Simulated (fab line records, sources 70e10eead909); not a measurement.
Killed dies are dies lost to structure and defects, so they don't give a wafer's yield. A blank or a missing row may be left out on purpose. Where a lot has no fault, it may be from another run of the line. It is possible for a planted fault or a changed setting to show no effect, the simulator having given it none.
Chamber matching / flow nand harc / 4 sister chambers for NHARC_P_M1_STRIP_18 on rie diel-13
The step strips in N2/H2. 22 wafers are shown with their chamber, then 11 later ones without.

## EACH WAFER AND ITS CHAMBER
wafer=L079.1; chamber=3; showerhead plenum p Torr (Torr)=2.05; drypump motor current A (A)=5.6; oes product au (a.u.)=0.987
wafer=L079.4; chamber=0; showerhead plenum p Torr (Torr)=2.20; drypump motor current A (A)=5.3; oes product au (a.u.)=0.984
wafer=L079.5; chamber=2; showerhead plenum p Torr (Torr)=1.94; drypump motor current A (A)=5.2; oes product au (a.u.)=0.988
wafer=L080.2; chamber=2; showerhead plenum p Torr (Torr)=1.94; drypump motor current A (A)=5.2; oes product au (a.u.)=0.990
wafer=L080.5; chamber=3; showerhead plenum p Torr (Torr)=2.05; drypump motor current A (A)=5.6; oes product au (a.u.)=0.996
wafer=L080.6; chamber=2; showerhead plenum p Torr (Torr)=1.94; drypump motor current A (A)=5.2; oes product au (a.u.)=0.986
wafer=L081.2; chamber=0; showerhead plenum p Torr (Torr)=2.20; drypump motor current A (A)=5.2; oes product au (a.u.)=0.984
wafer=L081.4; chamber=2; showerhead plenum p Torr (Torr)=1.94; drypump motor current A (A)=5.2; oes product au (a.u.)=0.980
wafer=L081.6; chamber=3; showerhead plenum p Torr (Torr)=2.05; drypump motor current A (A)=5.6; oes product au (a.u.)=0.983
wafer=L082.1; chamber=3; showerhead plenum p Torr (Torr)=2.05; drypump motor current A (A)=5.6; oes product au (a.u.)=1.006
wafer=L082.2; chamber=0; showerhead plenum p Torr (Torr)=2.20; drypump motor current A (A)=5.2; oes product au (a.u.)=0.994
wafer=L082.6; chamber=2; showerhead plenum p Torr (Torr)=1.94; drypump motor current A (A)=5.2; oes product au (a.u.)=0.997
wafer=L083.3; chamber=0; showerhead plenum p Torr (Torr)=2.20; drypump motor current A (A)=5.3; oes product au (a.u.)=0.997
wafer=L083.4; chamber=3; showerhead plenum p Torr (Torr)=2.05; drypump motor current A (A)=5.6; oes product au (a.u.)=0.987
wafer=L083.5; chamber=3; showerhead plenum p Torr (Torr)=2.05; drypump motor current A (A)=5.6; oes product au (a.u.)=0.988
wafer=L088.1; chamber=0; showerhead plenum p Torr (Torr)=2.20; drypump motor current A (A)=5.2; oes product au (a.u.)=0.995
wafer=L088.3; chamber=3; showerhead plenum p Torr (Torr)=2.05; drypump motor current A (A)=5.6; oes product au (a.u.)=0.990
wafer=L088.6; chamber=0; showerhead plenum p Torr (Torr)=2.20; drypump motor current A (A)=5.3; oes product au (a.u.)=0.992
wafer=L085.1; chamber=1; showerhead plenum p Torr (Torr)=2.06; drypump motor current A (A)=5.9; oes product au (a.u.)=1.004
wafer=L085.2; chamber=0; showerhead plenum p Torr (Torr)=2.20; drypump motor current A (A)=5.2; oes product au (a.u.)=1.006
wafer=L085.3; chamber=2; showerhead plenum p Torr (Torr)=1.94; drypump motor current A (A)=5.2; oes product au (a.u.)=0.998
wafer=L090.1; chamber=1; showerhead plenum p Torr (Torr)=2.05; drypump motor current A (A)=5.9; oes product au (a.u.)=0.999

SIGNATURES (averages over the wafers above)
reading=showerhead plenum p Torr; chamber 0=2.2000; chamber 1=2.0550; chamber 2=1.9400; chamber 3=2.0500; scatter within a chamber=0.00167
reading=drypump motor current A; chamber 0=5.243; chamber 1=5.900; chamber 2=5.200; chamber 3=5.600; scatter within a chamber=0.0309
reading=oes product au; chamber 0=0.99314; chamber 1=1.00150; chamber 2=0.98983; chamber 3=0.99100; scatter within a chamber=0.00728
Rule: distance of a wafer from a chamber = root of the sum over the readings of ((wafer's reading minus chamber's mean) / reading's scatter) squared. If the next closest chamber is less than 2 further off than the closest, the wafer can't be placed; otherwise it belongs to the closest. The scatter is the square root of a quotient: the sum, over the shown wafers, of each reading's squared deviation from its chamber's mean, divided by wafers minus chambers.

## WAFERS MISSING THEIR CHAMBER
wafer=L090.4; showerhead plenum p Torr (Torr)=2.19; drypump motor current A (A)=5.3; oes product au (a.u.)=0.999
wafer=L090.5; showerhead plenum p Torr (Torr)=2.20; drypump motor current A (A)=5.3; oes product au (a.u.)=0.992
wafer=L094.1; showerhead plenum p Torr (Torr)=2.05; drypump motor current A (A)=5.6; oes product au (a.u.)=0.993
wafer=L094.3; showerhead plenum p Torr (Torr)=2.19; drypump motor current A (A)=5.2; oes product au (a.u.)=0.998
wafer=L094.6; showerhead plenum p Torr (Torr)=2.05; drypump motor current A (A)=5.6; oes product au (a.u.)=0.993
wafer=L095.1; showerhead plenum p Torr (Torr)=2.05; drypump motor current A (A)=5.9; oes product au (a.u.)=0.994
wafer=L095.3; showerhead plenum p Torr (Torr)=2.05; drypump motor current A (A)=5.6; oes product au (a.u.)=1.001
wafer=L095.5; showerhead plenum p Torr (Torr)=1.93; drypump motor current A (A)=5.2; oes product au (a.u.)=0.994
wafer=L096.2; showerhead plenum p Torr (Torr)=2.19; drypump motor current A (A)=5.2; oes product au (a.u.)=0.999
wafer=L096.4; showerhead plenum p Torr (Torr)=2.05; drypump motor current A (A)=5.9; oes product au (a.u.)=0.989
wafer=L096.5; showerhead plenum p Torr (Torr)=2.19; drypump motor current A (A)=5.2; oes product au (a.u.)=0.994

## WHICH CHAMBER EACH WENT THROUGH
wafer=L090.4; from the rows above=0; in truth=0
wafer=L090.5; from the rows above=0; in truth=0
wafer=L094.1; from the rows above=3; in truth=3
wafer=L094.3; from the rows above=0; in truth=0
wafer=L094.6; from the rows above=3; in truth=3
wafer=L095.1; from the rows above=1; in truth=1
wafer=L095.3; from the rows above=3; in truth=3
wafer=L095.5; from the rows above=2; in truth=2
wafer=L096.2; from the rows above=0; in truth=0
wafer=L096.4; from the rows above=1; in truth=1
wafer=L096.5; from the rows above=0; in truth=0
11 of 11 placed correctly. Can't be placed from these rows: 0. 0 placed wrongly.
